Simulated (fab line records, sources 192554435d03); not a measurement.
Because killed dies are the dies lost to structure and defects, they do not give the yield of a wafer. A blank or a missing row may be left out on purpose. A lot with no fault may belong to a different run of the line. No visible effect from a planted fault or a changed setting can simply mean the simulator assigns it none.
Matching of chambers	flow n5_finfet	N5_BEOL_M3_PRE_CLEAN_60 on cvd_co-02: 3 sister chambers
The step time 15 s. 3 wafers are shown with their chamber, then 12 later ones without.

EACH WAFER AND ITS CHAMBER
wafer	chamber	heater_power_w (W)
L085.1	0	88
L085.5	1	71
L085.6	2	91

WAFERS MISSING THEIR CHAMBER
wafer	heater_power_w (W)
L086.1	73
L086.2	90
L086.3	95
L090.3	71
L090.5	89
L090.6	92
L091.2	92
L091.4	93
L091.5	73
L093.1	95
L093.3	70
L093.6	91

WHICH CHAMBER EACH WENT THROUGH
wafer	from the rows above	in truth
L086.1	1	1
L086.2	can't be placed: 2 or 0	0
L086.3	can't be placed: 2 or 0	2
L090.3	1	1
L090.5	can't be placed: 0 or 2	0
L090.6	can't be placed: 2 or 0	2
L091.2	can't be placed: 2 or 0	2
L091.4	can't be placed: 2 or 0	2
L091.5	1	1
L093.1	can't be placed: 2 or 0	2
L093.3	1	1
L093.6	can't be placed: 2 or 0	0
4 of 12 placed correctly. Can't be placed from these rows: 8 (the true chamber is among the candidates in 8). Wrongly placed: 0.
How it was worked out, from the rows above alone: a wafer's distance from a chamber is the root of the sum, over the readings, of the square of ((its reading less the chamber's mean) divided by the reading's scatter). If the next closest chamber is less than 2 further off than the closest, the wafer can't be placed; otherwise it belongs to the closest. Each chamber's mean is taken over the wafers shown for it. The scatter: root of mean squared gap, hidden wafer to nearest shown wafer, with one shown wafer a chamber.
